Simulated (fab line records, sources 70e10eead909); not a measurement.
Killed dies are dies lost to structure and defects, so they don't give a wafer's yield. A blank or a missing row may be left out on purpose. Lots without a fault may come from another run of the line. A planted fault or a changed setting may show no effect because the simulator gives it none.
A struck lot beside a sound one | flow nand_harc | 15 steps out of a route of 1159
Sound: wafers L551.2, L551.3, L551.4. Struck: wafers L567.2, L567.5, L567.6. The cause comes at the end.
At each step with rows: each side's tool, then ch and its chambers, then its first start. Under that, the readings that differ: sound wafers | struck wafers | difference of the means | sigmas: that difference in standard deviations of wafers without a fault.
alike: readings whose means differ by less than 2 such deviations, and words and numbers that are the same on both sides. not compared: withheld readings, readings that some wafer has no value for, bounds like >300 that may hide the same value, and numbers for which the record gives no deviation and whose values overlap.
The two part at a step that has a row with sigmas, a row that says differs or no value, or rows on one side only. Numbers that don't overlap but have no deviation are shown without sigmas and don't part them. A reading that every wafer of one side lacks parts them only if that side has two wafers or more.

first, 7 steps without rows for these wafers: NHARC_A_BONDPAD_COAT_33 (time 65 s); NHARC_A_BONDPAD_COAT_03 (resist thk 600 nm); NHARC_A_BONDPAD_SOFTBAKE_04 (time 70 s); NHARC_A_BONDPAD_EBR_05; NHARC_A_BONDPAD_EXPOSE_06 (exposes mask A BPAD); NHARC_A_BONDPAD_PEB_07 (peb time 80 s); NHARC_A_BONDPAD_DEVELOP_08 (time 50 s).
NHARC_A_BONDPAD_CD_MEAS_09: target cd 500 nm.
  sound on cd_sem-03 ch 0, day 19 20:28; struck on cd_sem-03 ch 0, day 23 16:02
  alike: cd_nm
NHARC_A_BONDPAD_OVL_MEAS_35:
  sound on overlay-01, day 19 20:33; struck on overlay-02, day 23 16:08
  reading           | sound       | struck      | difference | sigmas
  overlay_x_nm (nm) | -11 -11 -12 | 7 7 7       | +18        | +3
  overlay_y_nm (nm) | -1 0 0      | -11 -11 -12 | -11        | -2
then, 1 step without rows for these wafers: NHARC_A_BONDPAD_HARDBAKE_10 (time 65 s).
NHARC_A_BONDPAD_DESCUM_11: chemistry O2, time 3 s.
  sound on rie_diel-11 ch 1,2,3, day 19 20:40; struck on rie_diel-02 ch 1,2, day 23 16:17
  alike: drypump_motor_current_A, oes_product_au, rf_vpp_V, showerhead_plenum_p_Torr, throttle_valve_pct
  not compared: rf_hours_counter_h
NHARC_A_BONDPAD_ETCH_34: etches the open film in N2/H2, target depth 60 nm, overetch 18 nm, time 65.91 s.
  sound on rie_diel-11 ch 0,1,2, day 19 20:46; struck on rie_diel-02 ch 0,1,3, day 23 16:22
  alike: drypump_motor_current_A, h2_flow_sccm, oes_product_au, rf_fwd_power_W, rf_vpp_V, showerhead_plenum_p_Torr, throttle_valve_pct
  not compared: rf_hours_counter_h
NHARC_A_BONDPAD_ETCH_12: etches the open film in CHF3/O2, target depth 220 nm, time 110 s.
  sound on rie_diel-11 ch 1,2,3, day 19 20:51; struck on rie_diel-02 ch 1,2, day 23 16:32
  reading               | sound             | struck            | difference | sigmas
  oes_product_au (a.u.) | 0.922 0.941 0.930 | 0.703 0.706 0.702 | -0.227     | -10
  rf_fwd_power_W (W)    | 497.2 498.7 497.1 | 300.0 296.4 297.1 | -199.8     | -99 or more
  alike: drypump_motor_current_A, rf_vpp_V, showerhead_plenum_p_Torr, throttle_valve_pct
  not compared: rf_hours_counter_h
NHARC_A_BONDPAD_CD_MEAS_13:
  sound on cd_sem-01, day 19 21:00; struck on cd_sem-02, day 23 16:41
  alike: cd_nm
NHARC_END_SORT_01:
  sound on prober-01 ch 0, day 21 05:36; struck on prober-01 ch 0, day 25 04:09
  reading                  | sound          | struck                                                               | difference                   | sigmas
  hold                     | - - -          | await_dispo/2.8h/scrap await_dispo/2.8h/scrap await_dispo/2.8h/scrap | no value on the sound wafers |
  defect_limited_yield (%) | 93.5 94.5 92.2 | 0 0 0                                                                | -93                          | -58
  killed_at_array          | 36 35 43       | 674 674 677                                                          | +637                         | +58
  killed_at_periphery      | 7 2 10         | 3 2 0                                                                | -5                           | -2
  killed_dies              | 44 37 53       | 677 677 677                                                          | +632                         | +57
  sort_bin_2_pct (%)       | 1.8 2.4 2.5    | 96.9 97.2 96.8                                                       | +94.7                        | +99 or more
  sort_n_pass              | 633 640 624    | 0 0 0                                                                | -632                         | -57
  sort_rim_yield_pct (%)   | 96.2 94.3 97.2 | 0 0 0                                                                | -96                          | -38
  sort_yield_pct (%)       | 93.5 94.5 92.2 | 0 0 0                                                                | -93                          | -58
  alike: killed_at_other, killed_open, killed_short, sort_bin_3_pct, sort_bin_4_pct

WHERE THEY PART
First at NHARC_A_BONDPAD_OVL_MEAS_35; last, within this record, at NHARC_END_SORT_01.

WHY: what the simulator had put in
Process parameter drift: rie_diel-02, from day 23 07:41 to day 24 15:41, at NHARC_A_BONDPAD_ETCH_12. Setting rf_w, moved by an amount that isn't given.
